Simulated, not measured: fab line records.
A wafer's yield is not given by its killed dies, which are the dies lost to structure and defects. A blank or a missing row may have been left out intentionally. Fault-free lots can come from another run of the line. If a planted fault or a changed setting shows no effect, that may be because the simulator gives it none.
Problem report in the 8D (eight disciplines) form, filled by code | flow nand-harc | the parts of the form that need people (team, actions taken, sign-off) are left out

1. PROBLEM STATEMENT
Wafers without a fault read 1000 nm, standard deviation 10; thk-nm at NHARC_A_ONON_D2_THK_MEAS_05 reads a mean of 579 nm on 6 wafers belonging to 2 lots. That puts it -42 standard deviations away from the usual mean.
The step: measures by ellipsometry.
The first sign was on wafer L851.2 at day 20 02:46, on film-metro-02. Wafers with a number at this step in the record: 42, from 14 lots. By rule, "out" or "out of limits" means more than 4 standard deviations away from the usual mean. The rest of the wafers with a number are treated as sound.

2. WHAT IT IS AND WHAT IT IS NOT
question                    | is                     | is not
which readings at this step | thk-nm                 | -
which lots                  | L851, L853             | L832, L833, L834, L835, L838, L839, L840, L841, L843, L844, L845, L846
which wafers of those lots  | all that have a number | -
read on which gauges        | film-metro-02          | film-metro-01
when                        | from day 20 02:46      | up to then (36 sound wafers)

3. THE SUSPECTS, EACH WITH WHAT RULES IT OUT
Counting: any tool at a process step up to the reading is kept as a suspect provided that every lot that is out went through it and no sound lot did after the first of them.
- the gauge at NHARC_A_ONON_D2_THK_MEAS_05 is ruled out. All the wafers that are out were read on film-metro-02, but those of them that NHARC_END_SORT_01 has rows for are out there too, on other tools.
- rie-si-05 at NHARC_A_DECK1_JOINT_ETCHBACK_00 (etches the open film in HBr, target depth 30 nm, time 17.4 s): kept. Every lot that is out went through it, starting with L851 (day 19 01:00), and after that it ran no sound lot; the last sound lot it ran before then is L846 (day 17 17:37).
- pecvd-onon-04 at NHARC_A_ONON_D2_DEP_03 (target thk 1000 nm): kept. Every lot that is out went through it, starting with L851 (day 20 02:19), and after that it ran no sound lot; the last sound lot it ran before then is L845 (day 18 08:10).
Left after counting: rie-si-05 at NHARC_A_DECK1_JOINT_ETCHBACK_00, pecvd-onon-04 at NHARC_A_ONON_D2_DEP_03.

4. THE CAUSE (what the simulator had put in)
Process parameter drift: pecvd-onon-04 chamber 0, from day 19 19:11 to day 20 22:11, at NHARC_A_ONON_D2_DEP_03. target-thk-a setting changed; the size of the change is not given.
After counting, 2 suspects remain, this tool included.

5. THE EFFECT CHAIN, in route order
Each row: a reading where the mean over the struck wafers with a number is more than 3 standard deviations away from the usual. Only readings for which the record gives a usual standard deviation are gone through. hours: the time from each lot's start at the first step in this table that gives one to its start at this step, as a median over the lots. sigmas: the change in usual standard deviations.
hours | step                        | reading         | usual   | on struck wafers | change | sigmas
0     | NHARC_A_ONON_D2_THK_MEAS_05 | thk-nm          | 1000 nm | 579              | -421   | -42
285   | NHARC_END_SORT_01           | killed-at-array | 58      | 673              | +615   | +41
285   | NHARC_END_SORT_01           | killed-dies     | 62      | 677              | +615   | +41

6. HOW IT WOULD HAVE BEEN CAUGHT EARLIER
8 hours passed between the start of the fault at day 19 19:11 and the first reading out of limits at a measuring or inspecting step in this record, taken at day 20 02:46.
L853, from the lots that are out (2), started NHARC_A_ONON_D2_DEP_03 on pecvd-onon-04 later than day 20 02:46. A hold on the tool at that time would have spared it.
